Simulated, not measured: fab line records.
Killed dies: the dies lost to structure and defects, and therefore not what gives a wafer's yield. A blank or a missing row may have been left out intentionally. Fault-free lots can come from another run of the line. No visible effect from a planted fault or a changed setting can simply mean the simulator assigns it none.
Matching of chambers -- flow nand harc -- pecvd-02 running NHARC_A_STAIRCASE_DEP_301: 3 sister chambers
The step deposits SiON, target thk 30 nm. 14 wafers are shown with their chamber, then 7 later ones without.

WAFERS, EACH WITH ITS CHAMBER
wafer,chamber,heater power w (W),susceptor temp C (C)
L078.1,0,674,400.28
L078.3,2,630,399.87
L078.5,0,675,399.89
L082.3,0,756,399.64
L082.5,1,774,399.70
L082.6,2,630,399.65
L081.4,2,599,400.00
L081.5,0,759,400.11
L081.6,1,811,399.84
L091.3,1,798,400.37
L091.4,1,796,400.67
L091.5,0,819,400.05
L094.1,2,595,400.15
L094.4,2,598,399.92

SIGNATURES, as means of the wafers listed above
reading,chamber 0,chamber 1,chamber 2,scatter within a chamber
heater power w,736.60,794.75,610.40,39.7
susceptor temp C,399.9940,400.1450,399.9180,0.299
Rule: for each reading, subtract the chamber's mean from the wafer's reading, divide by that reading's scatter and square the result; add these up over the readings and take the root, which gives the wafer's distance from the chamber. The wafer belongs to the nearest chamber; if the next one is less than 2 further off, it can't be placed. The scatter is the square root of a quotient: the sum, over the shown wafers, of each reading's squared deviation from its chamber's mean, divided by wafers minus chambers.

WAFERS MISSING THEIR CHAMBER
wafer,heater power w (W),susceptor temp C (C)
L094.6,822,400.12
L096.3,703,400.08
L096.5,710,399.97
L096.6,702,400.04
L097.1,643,400.06
L097.2,812,399.85
L097.6,656,400.12

EACH ONE'S CHAMBER
wafer,from the rows above,in truth
L094.6,can't be placed: 1 or 0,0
L096.3,can't be placed: 0 or 1 or 2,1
L096.5,can't be placed: 0 or 1 or 2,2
L096.6,can't be placed: 0 or 2 or 1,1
L097.1,can't be placed: 2 or 0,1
L097.2,can't be placed: 1 or 0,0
L097.6,can't be placed: 2 or 0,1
0 of 7 placed correctly. Can't be placed from these rows: 7 (the true chamber is among the candidates in 5). Placed wrongly: 0.
